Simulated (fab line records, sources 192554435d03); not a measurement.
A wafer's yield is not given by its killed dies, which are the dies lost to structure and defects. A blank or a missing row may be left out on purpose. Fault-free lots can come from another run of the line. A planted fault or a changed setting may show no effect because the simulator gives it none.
A struck lot beside a sound one :: flow n5 finfet :: 41 out of 1938 route steps
Sound: the wafers L702.2, L702.4, L702.6. Struck: wafers L707.5, L707.6 (left out: L707.1, a lot-mate that was not struck); the cause follows at the end.
For every step that has rows: the tool of each side, followed by ch and its chambers, followed by its first start. Under that, the readings that differ: sound wafers :: struck wafers :: difference of the means :: sigmas: that difference in standard deviations of wafers without a fault.
alike: readings whose means differ by less than 2 such deviations, and words and numbers that are the same on both sides. not compared: withheld readings, readings that some wafer has no value for, bounds like >300 that may hide the same value, and numbers for which the record gives no deviation and whose values overlap.
The two part at a step that has a row with sigmas, a row that says differs or no value, or rows on one side only. Numbers that have no deviation but don't overlap get no sigmas and don't part them. A reading missing from all wafers of one side parts the sides only when that side holds two or more wafers.

first, 11 steps without rows for these wafers: N5_GATE_CUT_ETCHBACK_00 (etches W in SF6/Cl2); N5_GATE_CUT_ETCH_56 (etches TiN in Cl2/Ar, target depth 21.6 nm); N5_GATE_CUT_ETCHBACK_30 (etches TiN in Cl2/Ar, target depth 3 nm); N5_GATE_CUT_VAPOR_ETCH_60 (etches HfO2 in BCl3/Cl2); N5_GATE_CUT_ETCH_58 (etches SiNx in CH3F/O2, target depth 17 nm, time 128.6 s); N5_GATE_CUT_STRIP_59 (strips in N2/H2, time 20 s); N5_GATE_CUT_PRECLEAN_31 (cleans in DIW, time 300 s); N5_GATE_CUT_SRD_32 (time 30 s); N5_GATE_CUT_SAC_CAP_01 (material SiNx, target thk 24 nm, pulse time 1 s, ald cycles 480); N5_GATE_CUT_PECVD_57 (deposits SiNx from SiH4/NH3/N2, target thk 21 nm); N5_GATE_CUT_CMP_02 (polishes, stops on SiO2, t overpolish 12.7 s, target thk 0 nm).
N5_GATE_CUT_HM_DEP_46: deposits SiO2 from TEOS/O2, target thk 130 nm, time 26.6 s.
  sound on pecvd-03 ch 0,2, day 4 20:20; struck on pecvd-03 ch 1,2, day 6 00:20
reading: model.SiO2_of_GATE_CUT_HM_DEP_46.thk nm (nm)
sound: 129.8 129.6 132
struck: 139 138
difference: +8
sigmas: 
  alike: heater power w, showerhead plenum p Torr, throttle valve pct
then, 15 steps without rows for these wafers: N5_GATE_CUT_COAT_34 (time 60 s, resist thk 60 nm); N5_GATE_CUT_COAT_35 (time 60 s, resist thk 10 nm); N5_GATE_CUT_COAT_27 (time 60 s, resist thk 10 nm); N5_GATE_CUT_COAT_07 (resist thk 30 nm); N5_GATE_CUT_EBR_09; N5_GATE_CUT_SOFTBAKE_08 (time 60 s); N5_GATE_CUT_EXPOSE_10 (exposes mask GATE CUT, target cd 20 nm); N5_GATE_CUT_PEB_11 (peb time 60 s); N5_GATE_CUT_DEVELOP_12 (develop time 30 s); N5_GATE_CUT_DESCUM_18 (chemistry O2, time 7 s); N5_GATE_CUT_ETCH_28 (etches underlayer in N2/H2, target depth 13 nm, time 10.4 s); N5_GATE_CUT_ETCH_36 (etches SiARC in CF4, target depth 13 nm, time 21.7 s); N5_GATE_CUT_ETCH_37 (etches SOC in N2/H2, target depth 60 nm, overetch 12 nm, time 90 s); N5_GATE_CUT_STRIP_38 (strips in N2/H2); N5_GATE_CUT_STRIP_39 (strips in N2/H2).
N5_GATE_CUT_HM_OPEN_40: chemistry C4F6/O2, target SiO2, target depth 139 nm, time 85.1 s.
  sound on rie diel-05 ch 2,3, day 4 21:00; struck on rie diel-04 ch 2,3, day 6 01:32
reading: etch rf on time s (s)
sound: 91.9 95.7 97.3
struck: 100.1 98.8
difference: +4.5
sigmas: +3

reading: model.etch.depth nm (nm)
sound: 129.7 129.6 132
struck: 139.1 138
difference: +8.1
sigmas: 

reading: model.SOC_of_GATE_CUT_COAT_34.thk nm (nm)
sound: 32.6 32.8 32.2
struck: 30.6 31
difference: -1.7
sigmas: 
  alike: drypump motor current A, oes product au, rf vpp V, showerhead plenum p Torr, throttle valve pct
  not compared: rf hours counter h
then, 10 steps without rows for these wafers: N5_GATE_CUT_STRIP_41 (strips in CF4); N5_GATE_CUT_STRIP_42 (strips in O2); N5_GATE_CUT_ETCH_19 (etches SiNx in CH3F/O2, target depth 53.7 nm, time 76.7 s); N5_GATE_CUT_CUT_ETCH_53 (etches W in SF6/Cl2, target depth 79.2 nm); N5_GATE_CUT_CUT_ETCH_54 (etches TiN in Cl2/BCl3, target depth 96.7 nm); N5_GATE_CUT_CUT_ETCH_55 (etches HfO2 in BCl3, target depth 3.2 nm); N5_GATE_CUT_ETCH_47 (etches SiO2 in Cl2/BCl3, target depth 10 nm); N5_GATE_CUT_VAPOR_ETCH_48 (etches TiN in BCl3/Cl2); N5_GATE_CUT_VAPOR_ETCH_49 (etches TiAlC in BCl3/Cl2); N5_GATE_CUT_VAPOR_ETCH_51 (etches HfO2 in BCl3/Cl2).
N5_GATE_CUT_THK_MEAS_24:
  sound on film metro-02 at day 5 00:14; struck on film metro-02 at day 6 04:03
reading: GC_FILL_THK (nm)
sound: 219.1 219.5 221.7
struck: 229.6 227.4
difference: +8.4
sigmas: +5
N5_GATE_CUT_CMP_43: polishes SiO2.
  sound on cmp-04 ch 0,1,3, day 5 00:26; struck on cmp-02 ch 0,1, day 6 04:19
reading: model.SiO2_of_GATE_CUT_HM_DEP_46.thk nm (nm)
sound: 5 5 5.2
struck: 5.4 5.4
difference: +0.3
sigmas: 
  alike: motor current A
-- here the record skips 3 days between the struck wafers' starts before and after, leaving off in module GATE_CUT and picking up in module BEOL_M4 (first step shown: number 1111 of the route) --
N5_BEOL_M4_RC_MEAS_101:
  sound on prober-02 ch 0, day 8 11:43; struck on prober-01 ch 0, day 9 10:08
  alike: DIBL_N, DIBL_P, IOFF_N, IOFF_P, ION_N, ION_P, SS_N, SS_P, VT_N, VT_P

== WHERE THEY PART ==
Last at N5_GATE_CUT_THK_MEAS_24 as far as this record goes, first at N5_GATE_CUT_HM_OPEN_40. Later steps at which nothing parts them and some readings are alike: N5_GATE_CUT_CMP_43, N5_BEOL_M4_RC_MEAS_101.

WHY: what the simulator had put in
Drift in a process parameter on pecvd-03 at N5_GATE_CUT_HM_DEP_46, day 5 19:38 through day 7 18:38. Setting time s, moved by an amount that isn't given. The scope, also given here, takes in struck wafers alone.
